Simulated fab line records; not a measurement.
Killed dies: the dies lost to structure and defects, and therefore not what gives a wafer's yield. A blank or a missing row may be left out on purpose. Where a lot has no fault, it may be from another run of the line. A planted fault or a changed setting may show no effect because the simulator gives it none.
Which tool is to blame?    flow nand_harc    12 lots with 36 wafers sampled at 2 steps, on a route of 1159 steps

== WHAT THE GAUGES SHOWED, per wafer ==
NHARC_A_CONTACT_OVL_MEAS_09.
lot   measured      on          overlay_x_nm (nm)
L076  day 17 15:04  overlay-01  -0.3 -0.3 -0.1
L075  day 17 09:22  overlay-01  -0.9 -1.1 -1.8
L078  day 17 08:50  overlay-01  -0.3 -0.5 -0.6
L081  day 18 22:41  overlay-02  -0.3 0.0 -0.8
L083  day 19 07:43  overlay-02  -1.1 -0.4 -1.0
L084  day 19 13:38  overlay-01  0.5 0.9 0.5
L086  day 20 19:08  overlay-01  0.5 0.8 0.4
L089  day 20 20:53  overlay-02  -0.2 -0.5 0.2
L092  day 21 13:08  overlay-01  -0.6 0.6 -0.1
L095  day 21 14:03  overlay-01  1.0 1.4 0.7
L094  day 21 19:14  overlay-02  0.3 0.1 0.5
L097  day 22 21:52  overlay-01  -2.0 -2.0 -1.4

== EACH LOT AND THE TOOL THAT RAN IT (in order: tool; ch and the chambers of the sampled wafers; start) ==
lot   NHARC_A_SGD_CUT_STRIP_17
L076  rie_diel-09 ch 1,3, day 17 15:04 or earlier
L075  rie_diel-09 ch 0,1, day 17 09:22 or earlier
L078  rie_diel-08 ch 0,3, day 17 08:50 or earlier
L081  rie_diel-08 ch 0,1,2, day 18 22:41 or earlier
L083  rie_diel-09 ch 0,2,3, day 19 07:43 or earlier
L084  rie_diel-08 ch 0,3, day 19 13:38 or earlier
L086  rie_diel-10 ch 0,2,3, day 20 19:08 or earlier
L089  rie_diel-08 ch 0,2,3, day 20 20:53 or earlier
L092  rie_diel-10 ch 0,1,2, day 21 13:08 or earlier
L095  rie_diel-09 ch 0,1,2, day 21 14:03 or earlier
L094  rie_diel-10 ch 1,2,3, day 21 19:14 or earlier
L097  rie_diel-10 ch 0,1, day 22 21:52 or earlier
- NHARC_A_SGD_CUT_STRIP_17: strips in O2.

== THE ANSWER, worked out from the rows above alone ==
Rule: what is usual is taken from the lots themselves. Put in order of their means at a reading, lots are off if they are a third of the lots or fewer, leave a main group of 4 or more, and stand apart from it by a gap of 3 or more times the standard deviation of the main group's means; of several such gaps the widest counts. The tables above print the reading to a certain number of digits; a main group whose means all agree to those digits is not used. A lot without any number at a reading at which 4 lots or more have one is off too. Where the step has rows for the other lots, those lots are counted as sound.
Across all readings shown, no lot is off: no conclusion can be drawn from this.

== WHAT THE SIMULATOR HAD PUT IN ==
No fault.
